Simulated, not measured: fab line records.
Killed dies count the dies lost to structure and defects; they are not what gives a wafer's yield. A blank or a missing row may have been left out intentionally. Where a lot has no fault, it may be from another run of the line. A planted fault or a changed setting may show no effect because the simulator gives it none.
Matching of chambers || flow nand-harc || NHARC_P_GATE_DESCUM_13 on rie-diel-09: 4 sister chambers
The step chemistry O2, time 3 s. 16 wafers are shown with their chamber, then 8 later ones without.

== WAFERS WITH THEIR CHAMBER ==
{"wafer": "L998.1", "chamber": 3, "showerhead-plenum-p-Torr (Torr)": 1.89, "drypump-motor-current-A (A)": 6.3, "oes-product-au (a.u.)": 1.006}
{"wafer": "L998.4", "chamber": 1, "showerhead-plenum-p-Torr (Torr)": 1.86, "drypump-motor-current-A (A)": 6.0, "oes-product-au (a.u.)": 1.004}
{"wafer": "L998.6", "chamber": 2, "showerhead-plenum-p-Torr (Torr)": 2.00, "drypump-motor-current-A (A)": 6.1, "oes-product-au (a.u.)": 1.002}
{"wafer": "L103.2", "chamber": 3, "showerhead-plenum-p-Torr (Torr)": 1.89, "drypump-motor-current-A (A)": 6.3, "oes-product-au (a.u.)": 0.999}
{"wafer": "L103.4", "chamber": 0, "showerhead-plenum-p-Torr (Torr)": 1.99, "drypump-motor-current-A (A)": 5.4, "oes-product-au (a.u.)": 0.990}
{"wafer": "L103.6", "chamber": 2, "showerhead-plenum-p-Torr (Torr)": 2.00, "drypump-motor-current-A (A)": 6.1, "oes-product-au (a.u.)": 0.989}
{"wafer": "L110.1", "chamber": 1, "showerhead-plenum-p-Torr (Torr)": 1.86, "drypump-motor-current-A (A)": 6.0, "oes-product-au (a.u.)": 0.991}
{"wafer": "L110.2", "chamber": 0, "showerhead-plenum-p-Torr (Torr)": 1.99, "drypump-motor-current-A (A)": 5.4, "oes-product-au (a.u.)": 0.993}
{"wafer": "L110.4", "chamber": 2, "showerhead-plenum-p-Torr (Torr)": 1.99, "drypump-motor-current-A (A)": 6.1, "oes-product-au (a.u.)": 0.997}
{"wafer": "L112.1", "chamber": 3, "showerhead-plenum-p-Torr (Torr)": 1.89, "drypump-motor-current-A (A)": 6.3, "oes-product-au (a.u.)": 1.013}
{"wafer": "L112.4", "chamber": 2, "showerhead-plenum-p-Torr (Torr)": 1.99, "drypump-motor-current-A (A)": 6.1, "oes-product-au (a.u.)": 1.011}
{"wafer": "L112.5", "chamber": 0, "showerhead-plenum-p-Torr (Torr)": 1.99, "drypump-motor-current-A (A)": 5.5, "oes-product-au (a.u.)": 0.996}
{"wafer": "L117.2", "chamber": 0, "showerhead-plenum-p-Torr (Torr)": 1.99, "drypump-motor-current-A (A)": 5.5, "oes-product-au (a.u.)": 0.995}
{"wafer": "L117.3", "chamber": 3, "showerhead-plenum-p-Torr (Torr)": 1.88, "drypump-motor-current-A (A)": 6.3, "oes-product-au (a.u.)": 1.006}
{"wafer": "L117.6", "chamber": 2, "showerhead-plenum-p-Torr (Torr)": 1.99, "drypump-motor-current-A (A)": 6.1, "oes-product-au (a.u.)": 0.998}
{"wafer": "L119.2", "chamber": 2, "showerhead-plenum-p-Torr (Torr)": 1.99, "drypump-motor-current-A (A)": 6.1, "oes-product-au (a.u.)": 0.998}

SIGNATURES (averages over the wafers above)
{"reading": "showerhead-plenum-p-Torr", "chamber 0": 1.9900, "chamber 1": 1.8600, "chamber 2": 1.9933, "chamber 3": 1.8875, "scatter within a chamber": 0.00417}
{"reading": "drypump-motor-current-A", "chamber 0": 5.450, "chamber 1": 6.000, "chamber 2": 6.100, "chamber 3": 6.300, "scatter within a chamber": 0.0289}
{"reading": "oes-product-au", "chamber 0": 0.99350, "chamber 1": 0.99750, "chamber 2": 0.99917, "chamber 3": 1.00600, "scatter within a chamber": 0.00621}
Rule: for a wafer and a chamber, the distance is found by dividing, reading by reading, the gap between the wafer's reading and the chamber's mean by the reading's scatter, squaring, summing and taking the root. If the next closest chamber is less than 2 further off than the closest, the wafer can't be placed; otherwise it belongs to the closest. The scatter: the root of (the sum of the squares of (reading less its chamber's mean) over the shown wafers, divided by (wafers less chambers)).

== WAFERS WITH NO CHAMBER GIVEN ==
{"wafer": "L119.3", "showerhead-plenum-p-Torr (Torr)": 1.88, "drypump-motor-current-A (A)": 6.3, "oes-product-au (a.u.)": 1.002}
{"wafer": "L119.5", "showerhead-plenum-p-Torr (Torr)": 1.99, "drypump-motor-current-A (A)": 5.4, "oes-product-au (a.u.)": 1.004}
{"wafer": "L120.1", "showerhead-plenum-p-Torr (Torr)": 1.98, "drypump-motor-current-A (A)": 5.4, "oes-product-au (a.u.)": 1.001}
{"wafer": "L120.2", "showerhead-plenum-p-Torr (Torr)": 1.85, "drypump-motor-current-A (A)": 6.0, "oes-product-au (a.u.)": 1.005}
{"wafer": "L120.4", "showerhead-plenum-p-Torr (Torr)": 1.99, "drypump-motor-current-A (A)": 6.1, "oes-product-au (a.u.)": 1.004}
{"wafer": "L121.1", "showerhead-plenum-p-Torr (Torr)": 1.99, "drypump-motor-current-A (A)": 6.1, "oes-product-au (a.u.)": 0.993}
{"wafer": "L121.4", "showerhead-plenum-p-Torr (Torr)": 1.85, "drypump-motor-current-A (A)": 6.0, "oes-product-au (a.u.)": 0.988}
{"wafer": "L121.6", "showerhead-plenum-p-Torr (Torr)": 1.99, "drypump-motor-current-A (A)": 6.1, "oes-product-au (a.u.)": 0.995}

== CHAMBER TAKEN BY EACH ==
{"wafer": "L119.3", "from the rows above": 3, "in truth": 3}
{"wafer": "L119.5", "from the rows above": 0, "in truth": 0}
{"wafer": "L120.1", "from the rows above": 0, "in truth": 0}
{"wafer": "L120.2", "from the rows above": 1, "in truth": 1}
{"wafer": "L120.4", "from the rows above": 2, "in truth": 2}
{"wafer": "L121.1", "from the rows above": 2, "in truth": 2}
{"wafer": "L121.4", "from the rows above": 1, "in truth": 1}
{"wafer": "L121.6", "from the rows above": 2, "in truth": 2}
8 of 8 placed correctly. Left unplaced by these rows: 0. 0 placed wrongly.
